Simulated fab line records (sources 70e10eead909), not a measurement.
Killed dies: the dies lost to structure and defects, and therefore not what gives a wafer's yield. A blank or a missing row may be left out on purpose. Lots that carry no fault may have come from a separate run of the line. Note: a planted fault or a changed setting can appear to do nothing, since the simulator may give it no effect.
The tool behind it: which one? ; flow nand-harc ; Sampling: 13 lots, 39 wafers, 4 of 1302 route steps

== WHAT EACH GAUGE READ, for each wafer ==
NHARC_P_STI_OVL_MEAS_10.
lot;measured;on;overlay-x-nm (nm);overlay-y-nm (nm)
L836;day 3 16:40;overlay-01;-3 -4 -4;-3 -3 -3
L837;day 4 01:35;overlay-01;-5 -5 -6;4 4 5
L838;day 4 13:47;overlay-01;-5 -6 -6;-5 -5 -5
L839;day 4 22:15;overlay-02;-5 -5 -5;-6 -5 -5
L842;day 6 05:56;overlay-02;6 5 5;0 0 0
L843;day 6 14:07;overlay-02;7 8 7;5 4 4
L845;day 7 10:12;overlay-02;-4 -4 -4;5 5 4
L846;day 8 00:49;overlay-02;7 7 7;3 3 3
L851;day 9 20:19;overlay-01;0 0 0;5 4 5
L852;day 10 06:31;overlay-02;-10 -10 -11;-5 -6 -6
L854;day 11 03:17;overlay-02;7 6 7;5 4 4
L855;day 11 13:28;overlay-01;9 9 9;-8 -8 -8
L857;day 12 12:02;overlay-02;9 10 9;0 -1 -1

NHARC_P_STI_INSPECT_11.
lot;measured;on;raw-defect-count
L836;day 3 16:41;defect-inspect-02;7 4 6
L837;day 4 01:37;defect-inspect-01;5 1 4
L838;day 4 13:50;defect-inspect-01;5 7 6
L839;day 4 22:17;defect-inspect-02;3 5 3
L842;day 6 05:59;defect-inspect-02;8 5 7
L843;day 6 14:09;defect-inspect-01;7 8 12
L845;day 7 10:14;defect-inspect-02;4 4 4
L846;day 8 00:51;defect-inspect-02;7 9 4
L851;day 9 20:20;defect-inspect-02;8 7 6
L852;day 10 06:34;defect-inspect-02;6 4 6
L854;day 11 03:20;defect-inspect-02;6 8 5
L855;day 11 13:30;defect-inspect-02;8 3 4
L857;day 12 12:04;defect-inspect-01;9 8 6

== WHICH TOOL RAN EACH LOT (tool, then ch and the chambers of the sampled wafers, then the start) ==
lot;NHARC_P_ZERO_WELL_ETCH_65;NHARC_P_ZERO_WELL_ETCH_63
L836;rie-diel-08 ch 0,2,3, day 2 17:29;rie-si-04 ch 1,3, day 2 17:39
L837;rie-diel-08 ch 1,2, day 3 03:29;rie-si-02 ch 1,2,3, day 3 03:40
L838;rie-diel-11 ch 1,3, day 3 13:29;rie-si-06 ch 0,1,2, day 3 13:41
L839;rie-diel-11 ch 0,1, day 3 23:29;rie-si-04 ch 1,2, day 3 23:40
L842;rie-diel-08 ch 0,1,2, day 5 05:22;rie-si-04 ch 0,1,3, day 5 05:33
L843;rie-diel-12 ch 2,3, day 5 15:22;rie-si-02 ch 2,3, day 5 15:32
L845;rie-diel-11 ch 0,1, day 6 11:29;rie-si-06 ch 0,3, day 6 11:39
L846;rie-diel-11 ch 0,1, day 6 21:27;rie-si-06 ch 0,3, day 6 21:51
L851;rie-diel-11 ch 0,2,3, day 8 23:30;rie-si-02 ch 1,2,3, day 8 23:41
L852;rie-diel-12 ch 0,2,3, day 9 09:28;rie-si-02 ch 1,2,3, day 9 09:40
L854;rie-diel-12 ch 0,1,3, day 10 05:22;rie-si-02 ch 0,2,3, day 10 05:34
L855;rie-diel-11 ch 0,1,3, day 10 15:29;rie-si-02 ch 1,2,3, day 10 15:40
L857;rie-diel-08 ch 0,1,2, day 11 11:35;rie-si-04 ch 0,1,3, day 11 11:58
- NHARC_P_ZERO_WELL_ETCH_65: etches the open film in N2/H2, target depth 80 nm, overetch 24 nm, time 87.88 s.
- NHARC_P_ZERO_WELL_ETCH_63: etches the open film in HBr/Cl2, target depth 120 nm, time 40.1 s.

== AS READ BY THE TOOLS THEMSELVES (means over the sampled wafers that have a number; for cases with no such wafer, the mark the record gives instead) ==
NHARC_P_ZERO_WELL_ETCH_65.
lot;tool;drypump-motor-current-A (A);oes-product-au (a.u.);rf-vpp-V (V);showerhead-plenum-p-Torr (Torr);throttle-valve-pct (%)
L836;rie-diel-08;5.7;1.003;430.0;1.98;14.172
L837;rie-diel-08;5.9;1.000;428.8;1.99;14.166
L838;rie-diel-11;5.4;0.998;432.3;2.08;14.169
L839;rie-diel-11;5.5;0.992;430.6;2.07;14.170
L842;rie-diel-08;5.6;1.000;428.1;1.96;14.174
L843;rie-diel-12;6.2;0.999;429.4;2.00;14.169
L845;rie-diel-11;5.5;0.999;431.7;2.06;14.168
L846;rie-diel-11;5.5;0.996;431.9;2.06;14.173
L851;rie-diel-11;5.8;0.997;427.8;1.95;14.179
L852;rie-diel-12;6.1;1.006;429.9;2.04;14.165
L854;rie-diel-12;5.8;0.995;429.7;2.01;14.177
L855;rie-diel-11;5.4;1.002;430.4;2.03;14.174
L857;rie-diel-08;5.6;1.003;429.9;2.06;14.184

NHARC_P_ZERO_WELL_ETCH_63.
lot;tool;drypump-motor-current-A (A);oes-product-au (a.u.);throttle-valve-pct (%)
L836;rie-si-04;5.7;1.010;26.406
L837;rie-si-02;5.8;1.002;26.405
L838;rie-si-06;5.8;1.003;26.409
L839;rie-si-04;6.1;1.008;26.410
L842;rie-si-04;6.1;1.003;26.403
L843;rie-si-02;5.9;1.000;26.409
L845;rie-si-06;5.2;0.997;26.404
L846;rie-si-06;5.3;0.994;26.406
L851;rie-si-02;5.8;0.998;26.402
L852;rie-si-02;5.8;1.208;26.405
L854;rie-si-02;5.8;1.208;26.404
L855;rie-si-02;5.8;1.202;26.404
L857;rie-si-04;6.1;1.000;26.405

== THE ANSWER, worked out from the rows above alone ==
Rule: the usual values come from the lots themselves. Put in order of their means at a reading, lots are off if they are a third of the lots or fewer, leave a main group of 4 or more, and stand apart from it by a gap of 3 or more times the standard deviation of the main group's means; of several such gaps the widest counts. A main group is skipped when, at the precision printed for the reading in the tables above, its means are all equal. A lot without any number at a reading at which 4 lots or more have one is off too. Where the step has rows for the other lots, those lots are counted as sound. After the gauges, taken in route order, come the tools' own readings; for these a lot's mean is taken, as printed above. The first step at which some lot is off is used, and at that step the reading that is off furthest; a lot without a number counts as furthest.
Off: L852, L854, L855, at NHARC_P_ZERO_WELL_ETCH_63 (oes-product-au). For the main group the mean is 1.002 a.u. and the standard deviation 0.0046.
If a tool, at that step or one of the process steps before it, ran each lot that is off and ran no sound lot following the first of them, it fits. One fits: NHARC_P_ZERO_WELL_ETCH_63 on rie-si-02. Its last sound lot is L851 (day 8 23:41), its first lot that is off L852 (day 9 09:40): a fault that began between those two fits.
The tool's own readings at NHARC_P_ZERO_WELL_ETCH_63 bear it out: on the lots that are off they differ by more than 5 times the standard deviation of the sound lots' means. oes-product-au reads 1.206 a.u. there against 1.002 a.u. on the sound lots.

== WHAT WAS PUT IN BY THE SIMULATOR ==
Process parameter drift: rie-si-02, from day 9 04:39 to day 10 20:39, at NHARC_P_ZERO_WELL_ETCH_63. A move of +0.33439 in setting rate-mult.
Lots struck among those shown: L852, L854, L855. The rule above found the same.
